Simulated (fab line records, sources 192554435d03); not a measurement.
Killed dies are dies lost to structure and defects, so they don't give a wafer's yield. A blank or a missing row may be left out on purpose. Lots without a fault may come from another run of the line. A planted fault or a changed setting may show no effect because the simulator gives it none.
A struck lot beside a sound one | flow n5_finfet | 17 steps out of a route of 1938
Sound: wafers L603.1, L603.3, L603.4. Struck: wafer L618.6. (L618.4 of the same lot was not struck and is left out.) The cause comes at the end.
At each step with rows: each side's tool, then ch and its chambers, then its first start. Under that, the readings that differ: sound wafers | struck wafers | difference of the means | sigmas: that difference in standard deviations of wafers without a fault.
alike: readings whose means differ by less than 2 such deviations, and words and numbers that are the same on both sides. not compared: withheld readings, readings that some wafer has no value for, bounds like >300 that may hide the same value, and numbers for which the record gives no deviation and whose values overlap.
The two part at a step that has a row with sigmas, a row that says differs or no value, or rows on one side only. Numbers that don't overlap but have no deviation are shown without sigmas and don't part them. A reading that every wafer of one side lacks parts them only if that side has two wafers or more.

N5_BEOL_M11_ETCH_62: etches SOC in N2/H2, target depth 110 nm, overetch 22 nm, time 165 s.
  sound on rie_diel-03 ch 0,1,3, day 11 22:53; struck on rie_diel-06 ch 0, day 16 04:41
  alike: drypump_motor_current_A, oes_product_au, rf_vpp_V, showerhead_plenum_p_Torr, throttle_valve_pct
  not compared: rf_hours_counter_h
then, 1 step without rows for these wafers: N5_BEOL_M11_STRIP_68 (strips in N2/H2).
N5_BEOL_M11_STRIP_67: strips in CF4.
  sound on rie_diel-03 ch 0,1,3, day 11 23:02; struck on rie_diel-06 ch 0, day 16 04:50
  alike: drypump_motor_current_A, oes_product_au, rf_vpp_V, showerhead_plenum_p_Torr, throttle_valve_pct
  not compared: rf_hours_counter_h
N5_BEOL_M11_HM_OPEN_17: chemistry Cl2/BCl3, target TiN, target depth 20 nm, overetch 6 nm.
  sound on rie_metal-03 ch 0,1, day 11 23:05; struck on rie_metal-02 ch 0, day 16 04:54
  alike: drypump_motor_current_A, oes_ar_750_au, oes_product_au, throttle_valve_pct
  not compared: rf_hours_counter_h
N5_BEOL_M11_STRIP_19: strips in O2.
  sound on rie_diel-03 ch 0,2,3, day 11 23:11; struck on rie_diel-03 ch 0, day 16 05:00
  alike: drypump_motor_current_A, oes_product_au, rf_vpp_V, showerhead_plenum_p_Torr, throttle_valve_pct
  not compared: rf_hours_counter_h
N5_BEOL_M11_CD_MEAS_18: pitch 140 nm, target cd 70 nm.
  sound on cd_sem-01, day 11 23:16; struck on cd_sem-03, day 16 05:03
  reading    | sound          | struck | difference | sigmas
  cd_nm (nm) | 71.4 70.4 70.5 | 69.2   | -1.6       | -2
then, 6 steps without rows for these wafers: N5_BEOL_M11_COAT_63 (time 60 s, resist thk 100 nm); N5_BEOL_M11_COAT_64 (time 60 s, resist thk 30 nm); N5_BEOL_M11_COAT_22 (resist thk 90 nm); N5_BEOL_M11_EBR_24; N5_BEOL_M11_SOFTBAKE_23 (time 60 s); N5_BEOL_M11_EXPOSE_25 (exposes mask V10).
N5_BEOL_M11_PEB_26: peb time 60 s.
  sound on litho_track-02 ch 0, day 12 02:26; struck on litho_track-04 ch 0, day 16 07:21
then, 1 step without rows for these wafers: N5_BEOL_M11_DEVELOP_27 (develop time 30 s).
N5_BEOL_M11_CD_MEAS_28: target cd 70 nm.
  sound on cd_sem-03 ch 0, day 12 02:31; struck on cd_sem-03 ch 0, day 16 07:25
  reading    | sound          | struck | difference | sigmas
  cd_nm (nm) | 70.0 70.2 69.8 | 73.5   | +3.5       | +4
N5_BEOL_M11_OVL_MEAS_29:
  sound on overlay-01 ch 0, day 12 02:34; struck on overlay-02 ch 0, day 16 07:26
  alike: V10_OVL
N5_PASSIVATION_PROBE_49:
  the record has rows for the sound wafers here (prober-01, day 13 20:16) and none for the struck ones

WHERE THEY PART
First at N5_BEOL_M11_CD_MEAS_18; last, within this record, at N5_PASSIVATION_PROBE_49.

WHY: what the simulator had put in
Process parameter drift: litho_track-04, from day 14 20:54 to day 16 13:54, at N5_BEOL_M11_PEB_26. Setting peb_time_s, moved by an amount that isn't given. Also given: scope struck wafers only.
